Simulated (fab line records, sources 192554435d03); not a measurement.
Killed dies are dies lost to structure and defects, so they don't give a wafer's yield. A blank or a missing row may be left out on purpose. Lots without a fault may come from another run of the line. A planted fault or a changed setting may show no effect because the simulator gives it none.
Chamber matching | flow n5_finfet | N5_BEOL_M11_STRIP_67 on rie_diel-05: 4 sister chambers
The step strips in CF4. 4 wafers are shown with their chamber, then 9 later ones without.

WAFERS WITH THEIR CHAMBER
wafer  | chamber | showerhead_plenum_p_Torr (Torr)
L076.1 | 0       | 1.76
L087.2 | 1       | 1.85
L087.3 | 3       | 1.91
L087.4 | 2       | 1.77

WAFERS WITHOUT THEIR CHAMBER
wafer  | showerhead_plenum_p_Torr (Torr)
L088.3 | 1.75
L088.4 | 1.91
L088.5 | 1.75
L093.1 | 1.75
L093.2 | 1.90
L093.5 | 1.77
L096.1 | 1.77
L096.2 | 1.90
L096.6 | 1.75

WHICH CHAMBER EACH WENT THROUGH
wafer  | from the rows above     | in truth
L088.3 | can't be placed: 0 or 2 | 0
L088.4 | 3                       | 3
L088.5 | can't be placed: 0 or 2 | 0
L093.1 | can't be placed: 0 or 2 | 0
L093.2 | 3                       | 3
L093.5 | can't be placed: 2 or 0 | 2
L096.1 | can't be placed: 2 or 0 | 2
L096.2 | 3                       | 3
L096.6 | can't be placed: 0 or 2 | 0
Placed correctly: 3 of 9. Can't be placed from these rows: 6 (the true chamber is among the candidates in 6). Placed wrongly: 0.
How it was worked out, from the rows above alone: a wafer's distance from a chamber is the root of the sum, over the readings, of the square of ((its reading less the chamber's mean) divided by the reading's scatter). The wafer belongs to the nearest chamber; if the next one is less than 2 further off, it can't be placed. A chamber's mean is the mean of its shown wafers. The scatter: with one shown wafer a chamber, the root of the mean of the squares of how far each hidden wafer lies from its nearest shown one.
